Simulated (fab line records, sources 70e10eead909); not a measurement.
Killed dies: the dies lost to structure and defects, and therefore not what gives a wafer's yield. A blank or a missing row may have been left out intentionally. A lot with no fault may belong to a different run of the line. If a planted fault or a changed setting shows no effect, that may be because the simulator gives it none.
2 desks looking at one fault :: flow nand-harc :: only its own numbers are on each desk; what lay behind them is given at the end

## FROM THE METROLOGY DESK
Means of the sampled wafers that have a number, per lot and without regard to the tool the lot ran on: this is what the gauges read. If a lot's mean is further than 4 standard deviations from the usual mean, the lot is out of limits and carries the mark OUT (the distance appears in the brackets).
Columns: A = cd-nm at NHARC_P_STI_CD_MEAS_16, usual 199.0 nm; B = cd-nm at NHARC_P_GATE_CD_MEAS_46, usual 720.5 nm
lot: L858
first seen here: day 2 20:58
A: 199.8
B: 720.0

lot: L859
first seen here: day 3 08:47
A: 197.1
B: 722.3

lot: L862
first seen here: day 4 13:04
A: 196.7
B: 720.9

lot: L863
first seen here: day 4 22:13
A: 196.2
B: 721.4

lot: L864
first seen here: day 5 08:02
A: 199.6
B: 721.1

lot: L868
first seen here: day 6 23:38
A: 196.8
B: 713.7 (-5.7) OUT

lot: L869
first seen here: day 7 13:10
A: 199.1
B: 712.1 (-7.0) OUT

lot: L876
first seen here: day 10 07:29
A: 198.9
B: 719.3

lot: L878
first seen here: day 11 05:11
A: 199.8
B: 721.5

lot: L879
first seen here: day 11 15:06
A: 201.7
B: 721.4

lot: L880
first seen here: day 12 01:52
A: 200.0
B: 720.6

lot: L881
first seen here: day 12 11:07
A: 196.6
B: 721.0
Finding of this desk: L868, L869 out of limits; the first was L868 at day 9 13:37, on cd-nm at NHARC_P_GATE_CD_MEAS_46. L858, L859, L862, L863, L864, L876, L878, L879, L880, L881: within limits.

## DESK OF THE TOOL OWNER: litho-track-07
The tool's own readings at NHARC_P_GATE_PEB_44 (peb time 85 s): means of the sampled wafers that have a number, for each lot that ran on this tool. If a lot's mean is further than 4 standard deviations from the usual mean, the lot is out of limits and carries the mark OUT (the distance appears in the brackets).
Columns: A = chill-plate-temp-C at NHARC_P_GATE_PEB_44, usual 22.98 C; B = heater-power-total-W at NHARC_P_GATE_PEB_44, usual 163.96 W; C = plate-temp-C at NHARC_P_GATE_PEB_44, usual 117.98 C
lot: L862
first seen here: day 7 10:24
A: 22.97
B: 163.90
C: 117.96

lot: L864
first seen here: day 8 01:33
A: 23.03
B: 163.87
C: 118.09

lot: L868
first seen here: day 9 13:32
A: 23.04
B: 157.10 (-25) OUT
C: 114.26 (-29) OUT

lot: L869
first seen here: day 10 04:07
A: 22.91
B: 157.13 (-24) OUT
C: 114.37 (-28) OUT

lot: L876
first seen here: day 13 00:05
A: 23.03
B: 163.86
C: 117.90

lot: L878
first seen here: day 13 19:52
A: 22.98
B: 163.75
C: 117.97

lot: L881
first seen here: day 14 23:28
A: 22.93
B: 164.10
C: 117.95
Finding of this desk: L868, L869 out of limits; the first was L868 at day 9 13:32, on heater-power-total-W at NHARC_P_GATE_PEB_44. L862, L864, L876, L878, L881: within limits.

## TAKEN TOGETHER
At day 9 13:32, on L868, L869, the tool owner's desk was in a position to raise an alarm.
On L868, L869, the metrology desk was in a position to raise an alarm at day 9 13:37.
Every lot named ran NHARC_P_GATE_PEB_44 on litho-track-07.

## WHAT THE SIMULATOR HAD INSERTED
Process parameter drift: litho-track-07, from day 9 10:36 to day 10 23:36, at NHARC_P_GATE_PEB_44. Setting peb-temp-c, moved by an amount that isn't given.
Struck lots among those shown: L868, L869.
Hours from the fault's start to each desk's first reading out of limits: the tool owner's desk, 3; the metrology desk, 3.
